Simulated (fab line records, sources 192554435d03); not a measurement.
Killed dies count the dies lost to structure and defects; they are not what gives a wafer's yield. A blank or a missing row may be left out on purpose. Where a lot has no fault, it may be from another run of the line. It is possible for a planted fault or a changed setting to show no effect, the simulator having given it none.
Lot-split experiment + flow n5_finfet + 39 wafers read from 7 lots, route of 1938 steps

## ON THE SPLIT
At N5_SD_EPI_N_EPI_21 (deposits Si:P, time 690 s), the setting dopant_conc_cm3 was moved away from the recipe's 2e+21 on 15 of the 39 wafers read, by -15.6% to +12.5%. This setting was run at the recipe's value on the other wafers.

## FROM THE SPLIT TO THE READING: what the file shows between them, 6 steps
- N5_SD_EPI_P_EPI_21: deposits SiGe:B, time 355 s (also split here: time_s)
- N5_SD_EPI_P_HM_STRIP_48: strips SiNx in H3PO4, material SiNx, target depth 3 nm
- N5_SD_EPI_P_SRD_49: time 30 s
- N5_SD_EPI_P_PRECLEAN_24: cleans in O3/DIW, time 45 s
- N5_SD_ACTIVATION_RTA_00: time 0 s
- N5_SD_ACTIVATION_LSA_01: time 0.0008 s

## THE READING
At N5_SD_ACTIVATION_RS_MEAS_03, a four-point-probe measurement gives RS_SD_N in ohm/sq. Fault-free wafers of this fab line usually give 21.99 ohm/sq, standard deviation 0.27 ohm/sq.

| wafer  | tool, chamber at the split | dopant_conc_cm3 as run | against the recipe | RS_SD_N, ohm/sq | against lot-mates on the recipe |
|--------|----------------------------|------------------------|--------------------|-----------------|---------------------------------|
| L080.1 | epi_rpcvd-02, 0            | 1.751e+21              | -12.5%             | 22.82           | +0.93                           |
| L080.2 | epi_rpcvd-02, 0            | 1.751e+21              | -12.5%             | 22.61           | +0.72                           |
| L080.3 | epi_rpcvd-02, 0            | 2e+21                  | recipe             | 21.98           | -                               |
| L080.4 | epi_rpcvd-02, 0            | 1.751e+21              | -12.5%             | 22.60           | +0.71                           |
| L080.5 | epi_rpcvd-02, 0            | 2e+21                  | recipe             | 21.64           | -                               |
| L080.6 | epi_rpcvd-02, 0            | 2e+21                  | recipe             | 22.05           | -                               |
| L087.1 | epi_rpcvd-01, 0            | 2e+21                  | recipe             | 22.37           | -                               |
| L087.2 | epi_rpcvd-01, 0            | 2e+21                  | recipe             | 22.44           | -                               |
| L087.3 | epi_rpcvd-01, 0            | 2e+21                  | recipe             | 22.34           | -                               |
| L087.4 | epi_rpcvd-01, 0            | 1.796e+21              | -10.2%             | 22.61           | +0.23                           |
| L087.5 | epi_rpcvd-01, 0            | 1.796e+21              | -10.2%             | 22.98           | +0.60                           |
| L087.6 | epi_rpcvd-01, 0            | 1.796e+21              | -10.2%             | 23.26           | +0.88                           |
| L089.1 | epi_rpcvd-01, 0            | 1.687e+21              | -15.6%             | 23.16           | +1.35                           |
| L089.2 | epi_rpcvd-01, 0            | 1.687e+21              | -15.6%             | 22.93           | +1.12                           |
| L089.3 | epi_rpcvd-01, 0            | 2e+21                  | recipe             | 21.88           | -                               |
| L089.4 | epi_rpcvd-01, 0            | 1.687e+21              | -15.6%             | 22.81           | +1.00                           |
| L089.5 | epi_rpcvd-01, 0            | 2e+21                  | recipe             | 21.79           | -                               |
| L089.6 | epi_rpcvd-01, 0            | 2e+21                  | recipe             | 21.77           | -                               |
| L090.1 | epi_rpcvd-01, 0            | 2e+21                  | recipe             | 22.05           | -                               |
| L090.2 | epi_rpcvd-01, 0            | 2e+21                  | recipe             | 21.77           | -                               |
| L090.3 | epi_rpcvd-01, 0            | 2e+21                  | recipe             | 22.02           | -                               |
| L090.4 | epi_rpcvd-01, 0            | 2e+21                  | recipe             | 22.07           | -                               |
| L090.5 | epi_rpcvd-01, 0            | 2e+21                  | recipe             | 21.69           | -                               |
| L090.6 | epi_rpcvd-01, 0            | 2e+21                  | recipe             | 22.07           | -                               |
| L093.1 | epi_rpcvd-01, 0            | 2.249e+21              | +12.5%             | 21.08           | -0.64                           |
| L093.2 | epi_rpcvd-01, 0            | 2e+21                  | recipe             | 21.89           | -                               |
| L093.3 | epi_rpcvd-01, 0            | 2.249e+21              | +12.5%             | 21.25           | -0.47                           |
| L093.4 | epi_rpcvd-01, 0            | 2e+21                  | recipe             | 21.49           | -                               |
| L093.5 | epi_rpcvd-01, 0            | 2e+21                  | recipe             | 21.77           | -                               |
| L093.6 | epi_rpcvd-01, 0            | 2.249e+21              | +12.5%             | 21.31           | -0.41                           |
| L095.1 | epi_rpcvd-01, 0            | 1.866e+21              | -6.7%              | 21.98           | +0.22                           |
| L095.2 | epi_rpcvd-01, 0            | 2e+21                  | recipe             | 21.75           | -                               |
| L095.3 | epi_rpcvd-01, 0            | 1.866e+21              | -6.7%              | 21.98           | +0.22                           |
| L095.4 | epi_rpcvd-01, 0            | 2e+21                  | recipe             | 21.88           | -                               |
| L095.5 | epi_rpcvd-01, 0            | 2e+21                  | recipe             | 21.66           | -                               |
| L095.6 | epi_rpcvd-01, 0            | 1.866e+21              | -6.7%              | 22.39           | +0.63                           |
| L096.4 | epi_rpcvd-01, 0            | 2e+21                  | recipe             | 21.76           | -                               |
| L096.5 | epi_rpcvd-01, 0            | 2e+21                  | recipe             | 21.92           | -                               |
| L096.6 | epi_rpcvd-01, 0            | 2e+21                  | recipe             | 21.88           | -                               |

THE FIT
A straight line over all 39 wafers: RS_SD_N changes by -0.0654 ohm/sq for each +1% of dopant_conc_cm3; r = -0.88; the points scatter about the line by 0.25 ohm/sq.
The same after taking each lot's own level away (the mean of its wafers on the recipe; 39 wafers): -0.0584 ohm/sq for each +1%; r = -0.92; scatter 0.17 ohm/sq.
The reading moves by 0.91 ohm/sq for the largest change in dopant_conc_cm3, on that fit.
The lots' own levels span 21.717 to 22.383 ohm/sq, that is 2.5 times the standard deviation above.
So the lot-to-lot level changes the slope: the two fits differ.
Check: +0.896 ohm/sq against its lot-mates is what the line predicts for one of the wafers moved furthest among these (-15.6%) when that wafer is left out of the fit. Against them it came out at +1.35 ohm/sq.

## FURTHER SPLITS ON THESE WAFERS
Other splits were also applied to these wafers ahead of the reading. Each is held against what the fit with the lots' levels taken away leaves over:
| other split on the same wafers | wafers away from the commonest value | r with RS_SD_N (lot level and that fit taken away) |
|--------------------------------|--------------------------------------|----------------------------------------------------|
| N5_SD_EPI_P_EPI_21 time_s      | 9                                    | +0.01                                              |

## FILE'S OWN FIT
RS_SD_N changes by -0.0601 ohm/sq for each +1% of dopant_conc_cm3, r = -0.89.
